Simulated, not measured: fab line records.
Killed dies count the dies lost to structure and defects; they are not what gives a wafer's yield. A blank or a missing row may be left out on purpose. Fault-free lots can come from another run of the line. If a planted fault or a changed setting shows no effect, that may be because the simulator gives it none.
fab line records	flow nand_harc
record: lots: 14	wafers: 42	last_day: 34
route steps=1302 shown A_BONDPAD@1230 THIN_TSV@1250
lots untouched by any fault: they come from a run of this same line in which no faults occurred
start_h: hours from the record's first day to the start of the lot's first wafer shown	wait_h: how many hours have passed since the lot's step before this one	" the same as in the row above	L1.1+2: one row covering several wafers at once	- no value, or no start given	* or withheld: withheld	< > ~ a bound
route shown NAME@n: a module of which the file shows steps, and the number in the route of the first	usual: average and standard deviation across the fault-free wafers	same: alike in all rows	chamber/n: place in a boat	sites: each site's reading	_std_site: how widely they spread, as a standard deviation	_edge_site: mean of outer sites minus mean of inner sites	radius_mm: for every site, how far away it sits from the centre of the wafer	mask NAME#n: copy n	behind: the last tool/chamber to shape the wafer	hold: the reason the lot was held/the length of the hold in hours/how it ended	device: whichever transistor did not switch (one of n, p or np)	end of line: the tests these same wafers got at the end of their route	where a step has no rows: the recipe by itself	killed: not the wafer's yield, but the dies lost to structure and defects at the first sort	map: dies across one wafer; x = killed, . = not, _ = none there
set.NAME: the setting that was run; set.NAME@STEP: the one run at that earlier step	model.NAME: the simulator's own value behind a step, which no gauge read
one table for each step of the route and one row for each wafer, over a sample of lots
services: when a tool's chamber went out of use (start_h, in hours from the record's first day, below 0 if earlier), for how many hours, and the reason
== steps ==
step: NHARC_A_BONDPAD_ANNEAL_28
recipe: temp_c: 225	time_s: 90
usual: anneal_temp_c: 224.97/0.17	wafer_temp_C_max: 226.0/0.41
lot.wafer	tool	chamber	start_h	wait_h	anneal_temp_c	wafer_temp_C_max
L170.2	rtp_anneal-02	0	542.67	0.3	224.77	225.5
L170.3	"	0	"	"	224.77	226.0
L170.4	"	0	"	"	224.74	225.9
L172.2	rtp_anneal-01	0	549.07	-	225.04	226.3
L172.3	"	0	"	"	225.04	226.4
L172.5	"	0	"	"	224.90	226.5
L173.3	rtp_anneal-01	0	573.75	0.3	225.41	226.4
L173.4	"	0	"	"	225.03	226.4
L173.5	"	0	"	"	224.98	226.0
L175.1	rtp_anneal-01	0	584.82	0.3	224.88	226.6
L175.2	"	0	"	"	224.94	226.0
L175.4	"	0	"	"	224.77	226.1
L174.4	rtp_anneal-02	0	599.47	0.4	225.30	225.5
L174.5	"	0	"	"	224.93	225.6
L174.6	"	0	"	"	225.36	226.0
L178.2	rtp_anneal-01	0	615.89	-	224.82	226.4
L178.3	"	0	"	"	225.10	226.3
L178.4	"	0	"	"	224.94	226.1
L176.3	rtp_anneal-01	0	618.69	-	224.94	226.1
L176.4	"	0	"	"	225.09	225.8
L176.6	"	0	"	"	225.06	226.0
L184.2	rtp_anneal-01	0	684.97	0.4	225.04	226.7
L184.3	"	0	"	"	224.96	226.5
L184.5	"	0	"	"	224.90	226.4
L185.2	rtp_anneal-02	0	686.84	-	225.04	225.8
L185.4	"	0	"	"	225.04	226.0
L185.5	"	0	"	"	225.10	225.9
L188.1	rtp_anneal-02	0	709.95	0.3	224.72	225.5
L188.3	"	0	"	"	224.86	225.7
L188.5	"	0	"	"	224.88	225.9
L189.3	rtp_anneal-01	0	725.71	0.3	224.90	226.3
L189.4	"	0	"	"	225.08	226.2
L189.5	"	0	"	"	225.04	225.8
L192.1	rtp_anneal-01	0	732.78	-	224.93	227.1
L192.3	"	0	"	"	224.95	226.2
L192.6	"	0	"	"	225.00	225.8
L190.2	rtp_anneal-02	0	733.08	-	224.96	225.9
L190.3	"	0	"	"	224.80	225.8
L190.4	"	0	"	"	224.97	225.7
L193.3	rtp_anneal-01	0	774.20	-	225.09	226.2
L193.4	"	0	"	"	224.86	226.3
L193.5	"	0	"	"	225.11	225.9
step: NHARC_THIN_TSV_DEP_43
recipe: target_thk_a: 13285	temp_c: withheld	pressure_torr: 6.5	rf_w: 900	teos_flow_sccm: 161.4	flow_sccm: 2650	target_thk_nm: 1328.5	gas: O2	material: SiO2
usual: throttle_valve_pct: 16.0/0.53
lot.wafer	tool	chamber	start_h	wait_h	since_wet_clean_h	throttle_valve_pct
L170.2	pecvd-04	1	556.93	-	94	16.2
L170.3	"	0	"	"	94	15.9
L170.4	"	2	"	"	-	17.1
L172.3	pecvd-03	0	561.59	-	0	15.9
L172.2	"	2	"	"	0	15.5
L172.5	"	2	"	"	-	15.4
L173.3	pecvd-03	1	593.59	-	32	15.5
L173.4	"	1	"	"	-	15.4
L173.5	"	2	"	"	-	15.8
L175.2	pecvd-04	0	603.82	-	141	16.1
L175.1	"	1	"	"	141	16.3
L175.4	"	1	"	"	-	16.0
L174.6	pecvd-03	0	612.40	-	-	15.9
L174.5	"	1	"	"	-	15.5
L174.4	"	2	"	"	-	15.8
L176.3	pecvd-01	0	628.16	-	123	15.7
L176.4	"	0	"	"	-	16.0
L176.6	"	1	"	"	-	15.4
L178.2	pecvd-03	1	629.40	-	68	15.8
L178.3	"	2	"	"	68	15.8
L178.4	"	2	"	"	-	15.9
L184.2	pecvd-04	0	699.21	-	55	16.0
L184.3	"	1	"	"	55	16.3
L184.5	"	1	"	"	-	16.3
L185.2	pecvd-04	1	700.48	-	57	16.3
L185.5	"	0	"	"	-	16.1
L185.4	"	2	"	"	-	16.7
L188.1	pecvd-04	2	722.32	-	78	17.1
L188.3	"	0	"	"	78	16.1
L188.5	"	1	"	"	-	16.5
L189.3	pecvd-01	2	745.71	-	60	15.1
L189.4	"	2	"	"	-	15.2
L189.5	"	0	"	"	-	15.9
L190.2	pecvd-03	2	746.97	-	4	15.4
L190.3	"	0	"	"	5	16.1
L190.4	"	0	"	"	-	16.0
L192.3	pecvd-04	1	748.16	-	104	16.3
L192.1	"	2	"	"	104	17.0
L192.6	"	0	"	"	-	16.3
L193.3	pecvd-04	0	786.40	-	142	16.2
L193.5	"	1	"	"	-	16.7
L193.4	"	2	"	"	-	17.0
step: NHARC_THIN_TSV_DEVELOP_11
recipe: time_s: 70
usual: chill_plate_temp_C: 23.01/0.1	exhaust_pa: 44.9/0.91
lot.wafer	tool	chamber	start_h	wait_h	chill_plate_temp_C	exhaust_pa
L170.2	litho_track-02	0	557	-	23.14	45.5
L170.3	"	0	"	"	23.06	46.1
L170.4	"	0	"	"	23.11	45.6
L172.2	litho_track-05	0	562	-	23.06	45.0
L172.3	"	0	"	"	22.98	43.6
L172.5	"	0	"	"	23.03	45.2
L173.3	litho_track-05	0	594	-	22.91	45.4
L173.4	"	0	"	"	23.04	43.3
L173.5	"	0	"	"	22.96	44.3
L175.1	litho_track-03	0	604	-	23.00	44.9
L175.2	"	0	"	"	22.98	45.0
L175.4	"	0	"	"	22.95	45.3
L174.4	litho_track-05	0	612	-	22.96	45.7
L174.5	"	0	"	"	22.97	45.3
L174.6	"	0	"	"	23.03	46.1
L176.3	litho_track-05	0	628	-	23.22	47.5
L176.4	"	0	"	"	23.08	45.2
L176.6	"	0	"	"	23.04	46.3
L178.2	litho_track-05	0	630	-	23.12	44.9
L178.3	"	0	"	"	22.99	44.2
L178.4	"	0	"	"	22.99	45.8
L184.2	litho_track-03	-	699	-	-	-
L184.3	"	-	"	"	-	-
L184.5	"	-	"	"	-	-
L185.2	litho_track-03	-	701	-	-	-
L185.4	"	-	"	"	-	-
L185.5	"	-	"	"	-	-
L188.1	litho_track-05	0	722	-	22.72	45.2
L188.3	"	0	"	"	22.95	45.2
L188.5	"	0	"	"	22.98	45.2
L189.3	litho_track-05	0	746	-	22.92	45.8
L189.4	"	0	"	"	22.94	45.3
L189.5	"	0	"	"	22.89	45.2
L190.2	litho_track-03	0	747	-	23.00	44.7
L190.3	"	0	"	"	22.96	44.1
L190.4	"	0	"	"	22.92	43.4
L192.1	litho_track-02	0	748	-	23.00	45.1
L192.3	"	0	"	"	23.05	45.4
L192.6	"	0	"	"	22.97	45.0
L193.3	litho_track-05	0	786	-	22.94	44.6
L193.4	"	0	"	"	22.97	45.7
L193.5	"	0	"	"	23.10	45.7
step: NHARC_THIN_TSV_ETCHBACK_48
recipe: target_depth_a: 10285	over_etch_frac: 0.3	time_s: 405.17	ion_energy_ev: 250	c4f8_flow_sccm: withheld	ar_flow_sccm: withheld	rf_w: 600	bias_w: 300	chemistry: C4F8/Ar
usual: bias_w: 300.0/0.91	oes_product_au: 0.95/0.034	rf_vpp_V: 546.5/2.5
lot.wafer	tool	chamber	start_h	wait_h	bias_w	oes_product_au	rf_hours_counter_h	rf_vpp_V
L170.4	rie_diel-04	2	560.21	-	300.9	0.94	1	545.1
L170.2	"	3	"	"	300.4	0.98	2	543.3
L170.3	"	0	"	"	299.6	0.98	2	548.8
L172.2	rie_diel-04	1	564.65	-	301.4	1.00	2	550.3
L172.3	"	2	"	"	299.2	0.99	2	545.6
L172.5	"	1	"	"	301.3	1.01	-	550.0
L173.4	rie_diel-04	2	596.69	-	300.0	0.93	3	546.0
L173.3	"	0	"	"	301.0	0.93	3	549.3
L173.5	"	2	"	"	300.6	0.92	-	546.2
L175.4	rie_diel-06	2	606.84	-	300.3	0.91	5	541.9
L175.1	"	0	"	"	299.3	0.92	7	549.9
L175.2	"	1	"	"	299.7	0.91	6	550.7
L174.4	rie_diel-04	0	615.32	-	300.2	0.93	5	549.7
L174.5	"	0	"	"	299.3	0.92	-	548.6
L174.6	"	1	"	"	300.6	0.93	-	550.6
L176.4	rie_diel-04	3	631.29	-	300.1	0.92	6	542.7
L176.3	"	0	"	"	301.4	0.93	7	548.8
L176.6	"	1	"	"	300.5	0.93	-	548.9
L178.3	rie_diel-01	2	632.46	-	300.0	0.92	3	545.0
L178.2	"	3	"	"	299.9	0.90	3	545.2
L178.4	"	0	"	"	300.1	0.93	3	544.6
L184.3	rie_diel-01	1	702.66	-	300.2	0.92	7	547.8
L184.2	"	2	"	"	300.5	0.91	6	545.4
L184.5	"	2	"	"	300.5	0.92	-	544.9
L185.4	rie_diel-04	2	703.85	-	300.8	0.93	10	546.0
L185.2	"	3	"	"	300.2	0.93	11	543.3
L185.5	"	2	"	"	299.1	0.93	-	545.9
L188.3	rie_diel-01	0	725.24	-	301.5	0.94	9	544.0
L188.1	"	3	"	"	299.7	0.91	8	544.0
L188.5	"	0	"	"	300.7	0.93	-	544.7
L189.3	rie_diel-01	1	748.86	-	300.6	0.98	0	547.9
L189.4	"	2	"	"	299.3	1.00	0	543.7
L189.5	"	3	"	"	299.2	1.00	-	542.6
L190.3	rie_diel-06	0	749.97	-	300.4	0.92	4	548.5
L190.4	"	1	"	"	299.2	0.92	4	548.9
L190.2	"	3	"	"	299.5	0.92	4	546.0
L192.3	rie_diel-01	0	751.21	-	299.6	1.02	0	544.5
L192.1	"	2	"	"	299.2	1.00	0	544.9
L192.6	"	3	"	"	298.3	0.99	-	542.1
L193.4	rie_diel-06	1	789.29	-	300.3	0.98	6	550.1
L193.3	"	2	"	"	301.8	0.96	6	542.8
L193.5	"	0	"	"	300.6	0.98	-	549.0
== services ==
tool	chamber	start_h	hours	kind
rie_diel-04	-	531.91	9.0	pm
rie_diel-06	2	546.35	15.5	repair
pecvd-03	-	548.44	13.0	pm
rie_diel-01	-	557.88	9.0	pm
litho_track-02	-	577.01	7.0	pm
pecvd-04	0	592.27	8.6	repair
litho_track-03	-	625.00	7.0	pm
pecvd-04	-	631.00	13.0	pm
pecvd-01	2	640.94	8.0	repair
pecvd-04	-	647.20	0.6	repair
rie_diel-01	3	648.52	11.2	repair
litho_track-05	-	649.03	7.0	pm
rie_diel-06	-	661.48	9.0	pm
rie_diel-01	2	666.40	2.9	repair
pecvd-01	-	673.00	13.0	pm
pecvd-04	-	692.07	1.7	repair
rie_diel-04	-	708.91	9.0	pm
pecvd-01	0	715.81	16.4	repair
pecvd-03	-	729.54	13.0	pm
rie_diel-01	-	734.88	9.0	pm
rtp_anneal-02	-	744.07	12.0	pm
pecvd-04	-	751.15	0.8	repair
pecvd-04	-	770.94	3.4	repair
rie_diel-04	0	789.09	5.4	repair
== key ==
first_sign: step: NHARC_THIN_TSV_DEVELOP_11	reading: tool_record	direction: missing
effect none on later readings
met_at NHARC_THIN_TSV_DEVELOP_11
struck_lots L184,L185
later_rows_left_out L184.2,L184.3,L184.5,L185.2,L185.4,L185.5
sort_left_out L184.2,L184.3,L184.5,L185.2,L185.4,L185.5
not_acting_at NHARC_A_BONDPAD_ANNEAL_28,NHARC_THIN_TSV_DEP_43,NHARC_THIN_TSV_ETCHBACK_48
onset_between 604 699
fault: kind: skipped_step_whole	tool: litho_track-03	chamber: -	onset_h: 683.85	steps: NHARC_THIN_TSV_DEVELOP_11	scope: struck_lots_only
sort_left_out: the simulated sort isn't trusted on such a fault, so these wafers' sort isn't shown, and their yield isn't known
later_rows_left_out: the simulator's readings of these wafers behind a module that went badly wrong aren't trusted and aren't shown, but for the sort
